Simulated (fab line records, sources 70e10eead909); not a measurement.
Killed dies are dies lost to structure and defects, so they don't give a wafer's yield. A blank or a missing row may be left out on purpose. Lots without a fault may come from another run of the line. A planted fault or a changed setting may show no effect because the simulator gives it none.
Which tool did it? | flow nand_harc | 6 lots, 18 wafers sampled, at 3 steps of a route of 1302

WHAT THE GAUGES READ, wafer by wafer
NHARC_END_SORT_01.
lot  | measured     | on        | killed_at_other
L555 | day 26 04:16 | prober-02 | 3 3 4
L557 | day 27 05:45 | prober-01 | 0 0 0
L559 | day 28 09:37 | prober-02 | 1 1 1

WHICH TOOL RAN EACH LOT (tool, then ch and the chambers of the sampled wafers, then the start)
lot  | NHARC_P_M2_DEP_33               | NHARC_P_BONDPAD_SOFTBAKE_04
L555 | pecvd-03 ch 1,2, day 8 04:20    | litho_track-07 ch 0, day 8 05:00
L557 | pecvd-04 ch 0,1,2, day 9 10:29  | litho_track-02 ch 0, day 9 11:00
L559 | pecvd-03 ch 0,1, day 9 23:51    | litho_track-02 ch 0, day 10 01:00
L562 | pecvd-03 ch 1,2, day 11 12:39   | litho_track-02 ch 0, day 11 13:00
L569 | pecvd-03 ch 0,1,2, day 14 04:13 | litho_track-05 ch 0, day 14 05:00
L571 | pecvd-03 ch 1,2, day 14 19:09   | litho_track-05 ch 0, day 14 20:00
- NHARC_P_M2_DEP_33: deposits SiCN, target thk 30 nm.
- NHARC_P_BONDPAD_SOFTBAKE_04: time 70 s.

THE ANSWER, worked out from the rows above alone
Rule: what is usual is taken from the lots themselves. Put in order of their means at a reading, lots are off if they are a third of the lots or fewer, leave a main group of 4 or more, and stand apart from it by a gap of 3 or more times the standard deviation of the main group's means; of several such gaps the widest counts. A main group whose means are all the same, to the digits that the tables above print for the reading, isn't used. A lot without any number at a reading at which 4 lots or more have one is off too. The other lots that the step has rows for count as sound.
No lot is off at any reading shown: from this, nothing can be told.

WHAT THE SIMULATOR HAD PUT IN
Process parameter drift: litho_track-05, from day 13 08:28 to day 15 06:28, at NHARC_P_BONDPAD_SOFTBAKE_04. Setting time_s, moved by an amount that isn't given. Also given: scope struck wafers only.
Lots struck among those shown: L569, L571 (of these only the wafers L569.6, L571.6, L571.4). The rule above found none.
